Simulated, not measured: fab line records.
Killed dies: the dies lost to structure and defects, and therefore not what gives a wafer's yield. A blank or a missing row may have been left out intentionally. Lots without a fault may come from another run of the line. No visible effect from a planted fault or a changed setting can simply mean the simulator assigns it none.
Matching of chambers / flow nand_harc / rie_diel-12 running NHARC_P_GATE_STRIP_108: 4 sister chambers
The step strips in O2. 4 wafers are shown with their chamber, then 7 later ones without.

## WAFERS WITH THEIR CHAMBER
wafer=L145.3; chamber=0; drypump_motor_current_A (A)=4.7
wafer=L148.1; chamber=3; drypump_motor_current_A (A)=5.9
wafer=L151.1; chamber=2; drypump_motor_current_A (A)=6.5
wafer=L151.4; chamber=1; drypump_motor_current_A (A)=6.2

## WAFERS MISSING THEIR CHAMBER
wafer=L151.5; drypump_motor_current_A (A)=6.5
wafer=L153.1; drypump_motor_current_A (A)=4.8
wafer=L153.3; drypump_motor_current_A (A)=6.5
wafer=L153.4; drypump_motor_current_A (A)=4.7
wafer=L165.1; drypump_motor_current_A (A)=6.2
wafer=L165.4; drypump_motor_current_A (A)=4.7
wafer=L165.5; drypump_motor_current_A (A)=6.5

## THE CHAMBER EACH PASSED THROUGH
wafer=L151.5; from the rows above=2; in truth=2
wafer=L153.1; from the rows above=0; in truth=0
wafer=L153.3; from the rows above=2; in truth=2
wafer=L153.4; from the rows above=0; in truth=0
wafer=L165.1; from the rows above=1; in truth=1
wafer=L165.4; from the rows above=0; in truth=0
wafer=L165.5; from the rows above=2; in truth=2
Correct placement for 7 of the 7. Can't be placed from these rows: 0. 0 placed wrongly.
How it was worked out, from the rows above alone: a wafer's distance from a chamber is the root of the sum, over the readings, of the square of ((its reading less the chamber's mean) divided by the reading's scatter). The wafer belongs to the nearest chamber; if the next one is less than 2 further off, it can't be placed. Each chamber's mean is taken over the wafers shown for it. The scatter (one wafer shown for each chamber): square how far every hidden wafer sits from the nearest shown wafer, average those squares and take the square root.
